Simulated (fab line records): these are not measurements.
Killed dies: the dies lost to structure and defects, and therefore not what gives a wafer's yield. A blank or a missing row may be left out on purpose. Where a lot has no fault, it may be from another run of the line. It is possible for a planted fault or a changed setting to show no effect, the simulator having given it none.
Lot-split experiment / flow n5_finfet / 36 wafers read from 7 lots, route of 1938 steps

ABOUT THE SPLIT
At N5_MIM_BOT_LITHO_DEVELOP_07 (develop time 60 s), the setting develop_time_s was moved away from the recipe's 60 s on 14 of the 36 wafers read, by -56.9% to +44.9%. The other wafers ran this setting at the recipe's value.

FROM SPLIT TO READING: 1 step shown by the file between the two
- N5_MIM_BOT_LITHO_HARDBAKE_09: time 120 s

THE READING
cd_nm (nm) at N5_MIM_BOT_LITHO_CD_MEAS_08, where the cd target is 3000 nm. Typical for fault-free wafers on this fab line: 2999.7 nm, with standard deviation 2.4 nm.

wafer=L084.1; tool, chamber at the split=litho_track-01, 0; develop_time_s as run, s=60; against the recipe=recipe; cd_nm, nm=2997.6; against lot-mates on the recipe=-
wafer=L084.2; tool, chamber at the split=litho_track-01, 0; develop_time_s as run, s=60; against the recipe=recipe; cd_nm, nm=2995.8; against lot-mates on the recipe=-
wafer=L084.6; tool, chamber at the split=litho_track-01, 0; develop_time_s as run, s=60; against the recipe=recipe; cd_nm, nm=2999.9; against lot-mates on the recipe=-
wafer=L085.1; tool, chamber at the split=litho_track-05, 0; develop_time_s as run, s=60; against the recipe=recipe; cd_nm, nm=2999.6; against lot-mates on the recipe=-
wafer=L085.2; tool, chamber at the split=litho_track-05, 0; develop_time_s as run, s=45.48; against the recipe=-24.2%; cd_nm, nm=2994.1; against lot-mates on the recipe=-5.6
wafer=L085.3; tool, chamber at the split=litho_track-05, 0; develop_time_s as run, s=45.48; against the recipe=-24.2%; cd_nm, nm=2991.7; against lot-mates on the recipe=-8.0
wafer=L085.4; tool, chamber at the split=litho_track-05, 0; develop_time_s as run, s=45.48; against the recipe=-24.2%; cd_nm, nm=2992.1; against lot-mates on the recipe=-7.6
wafer=L085.5; tool, chamber at the split=litho_track-05, 0; develop_time_s as run, s=60; against the recipe=recipe; cd_nm, nm=2999.8; against lot-mates on the recipe=-
wafer=L085.6; tool, chamber at the split=litho_track-05, 0; develop_time_s as run, s=60; against the recipe=recipe; cd_nm, nm=2999.7; against lot-mates on the recipe=-
wafer=L086.1; tool, chamber at the split=litho_track-03, 0; develop_time_s as run, s=60; against the recipe=recipe; cd_nm, nm=2998.2; against lot-mates on the recipe=-
wafer=L086.2; tool, chamber at the split=litho_track-03, 0; develop_time_s as run, s=60; against the recipe=recipe; cd_nm, nm=2998.8; against lot-mates on the recipe=-
wafer=L086.3; tool, chamber at the split=litho_track-03, 0; develop_time_s as run, s=60; against the recipe=recipe; cd_nm, nm=2996.1; against lot-mates on the recipe=-
wafer=L086.4; tool, chamber at the split=litho_track-03, 0; develop_time_s as run, s=60; against the recipe=recipe; cd_nm, nm=3000.8; against lot-mates on the recipe=-
wafer=L086.5; tool, chamber at the split=litho_track-03, 0; develop_time_s as run, s=60; against the recipe=recipe; cd_nm, nm=3000.6; against lot-mates on the recipe=-
wafer=L086.6; tool, chamber at the split=litho_track-03, 0; develop_time_s as run, s=60; against the recipe=recipe; cd_nm, nm=2997.5; against lot-mates on the recipe=-
wafer=L089.1; tool, chamber at the split=litho_track-05, 0; develop_time_s as run, s=25.87; against the recipe=-56.9%; cd_nm, nm=2982.8; against lot-mates on the recipe=-19.8
wafer=L089.2; tool, chamber at the split=litho_track-05, 0; develop_time_s as run, s=25.87; against the recipe=-56.9%; cd_nm, nm=2984.4; against lot-mates on the recipe=-18.2
wafer=L089.3; tool, chamber at the split=litho_track-05, 0; develop_time_s as run, s=25.87; against the recipe=-56.9%; cd_nm, nm=2984.5; against lot-mates on the recipe=-18.1
wafer=L089.4; tool, chamber at the split=litho_track-05, 0; develop_time_s as run, s=60; against the recipe=recipe; cd_nm, nm=3003.6; against lot-mates on the recipe=-
wafer=L089.5; tool, chamber at the split=litho_track-05, 0; develop_time_s as run, s=60; against the recipe=recipe; cd_nm, nm=3001.9; against lot-mates on the recipe=-
wafer=L089.6; tool, chamber at the split=litho_track-05, 0; develop_time_s as run, s=60; against the recipe=recipe; cd_nm, nm=3002.4; against lot-mates on the recipe=-
wafer=L090.2; tool, chamber at the split=litho_track-05, 0; develop_time_s as run, s=60; against the recipe=recipe; cd_nm, nm=2999.7; against lot-mates on the recipe=-
wafer=L090.3; tool, chamber at the split=litho_track-05, 0; develop_time_s as run, s=86.12; against the recipe=+43.5%; cd_nm, nm=3010.4; against lot-mates on the recipe=+10.7
wafer=L090.6; tool, chamber at the split=litho_track-05, 0; develop_time_s as run, s=86.12; against the recipe=+43.5%; cd_nm, nm=3008.0; against lot-mates on the recipe=+8.3
wafer=L092.1; tool, chamber at the split=litho_track-01, 0; develop_time_s as run, s=33.02; against the recipe=-45.0%; cd_nm, nm=2987.6; against lot-mates on the recipe=-12.0
wafer=L092.2; tool, chamber at the split=litho_track-01, 0; develop_time_s as run, s=60; against the recipe=recipe; cd_nm, nm=2999.5; against lot-mates on the recipe=-
wafer=L092.3; tool, chamber at the split=litho_track-01, 0; develop_time_s as run, s=33.02; against the recipe=-45.0%; cd_nm, nm=2983.5; against lot-mates on the recipe=-16.1
wafer=L092.4; tool, chamber at the split=litho_track-01, 0; develop_time_s as run, s=60; against the recipe=recipe; cd_nm, nm=2996.8; against lot-mates on the recipe=-
wafer=L092.5; tool, chamber at the split=litho_track-01, 0; develop_time_s as run, s=60; against the recipe=recipe; cd_nm, nm=3002.4; against lot-mates on the recipe=-
wafer=L092.6; tool, chamber at the split=litho_track-01, 0; develop_time_s as run, s=33.02; against the recipe=-45.0%; cd_nm, nm=2987.7; against lot-mates on the recipe=-11.9
wafer=L094.1; tool, chamber at the split=litho_track-01, 0; develop_time_s as run, s=60; against the recipe=recipe; cd_nm, nm=2997.6; against lot-mates on the recipe=-
wafer=L094.2; tool, chamber at the split=litho_track-01, 0; develop_time_s as run, s=86.94; against the recipe=+44.9%; cd_nm, nm=3005.7; against lot-mates on the recipe=+8.7
wafer=L094.3; tool, chamber at the split=litho_track-01, 0; develop_time_s as run, s=60; against the recipe=recipe; cd_nm, nm=2994.9; against lot-mates on the recipe=-
wafer=L094.4; tool, chamber at the split=litho_track-01, 0; develop_time_s as run, s=86.94; against the recipe=+44.9%; cd_nm, nm=3005.4; against lot-mates on the recipe=+8.4
wafer=L094.5; tool, chamber at the split=litho_track-01, 0; develop_time_s as run, s=60; against the recipe=recipe; cd_nm, nm=2998.6; against lot-mates on the recipe=-
wafer=L094.6; tool, chamber at the split=litho_track-01, 0; develop_time_s as run, s=86.94; against the recipe=+44.9%; cd_nm, nm=2999.9; against lot-mates on the recipe=+2.9

FIT RESULTS
A straight line over all 36 wafers: cd_nm changes by +0.225 nm for each +1% of develop_time_s; r = +0.92; the points scatter about the line by 2.7 nm.
The same after taking each lot's own level away (the mean of its wafers on the recipe; 36 wafers): +0.258 nm for each +1%; r = +0.95; scatter 2.4 nm.
The reading moves by 15 nm for the largest change in develop_time_s, on that fit.
Measured against the standard deviation above, the lots' own levels, which go from 2997.03 to 3002.63 nm, span 2.3 times it.
In other words, the slope is changed by the lot-to-lot level; the two fits disagree.
Check: -15.1 nm against its lot-mates is what the line predicts for one of the wafers moved furthest among these (-56.9%) when that wafer is left out of the fit. Against them it came out at -19.8 nm.

THE OTHER SPLITS THESE WAFERS WENT THROUGH
Other splits were also applied to these wafers ahead of the reading. Each is held against what the fit with the lots' levels taken away leaves over:
other split on the same wafers=N5_BEOL_M8_CVD_78 target_thk_a; wafers away from the commonest value=8; r with cd_nm (lot level and that fit taken away)=-0.19
other split on the same wafers=N5_BEOL_M13_SPUTTER_44 time_s; wafers away from the commonest value=8; r with cd_nm (lot level and that fit taken away)=-0.09

FILE'S OWN FIT
cd_nm changes by +0.266 nm for each +1% of develop_time_s, r = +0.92.
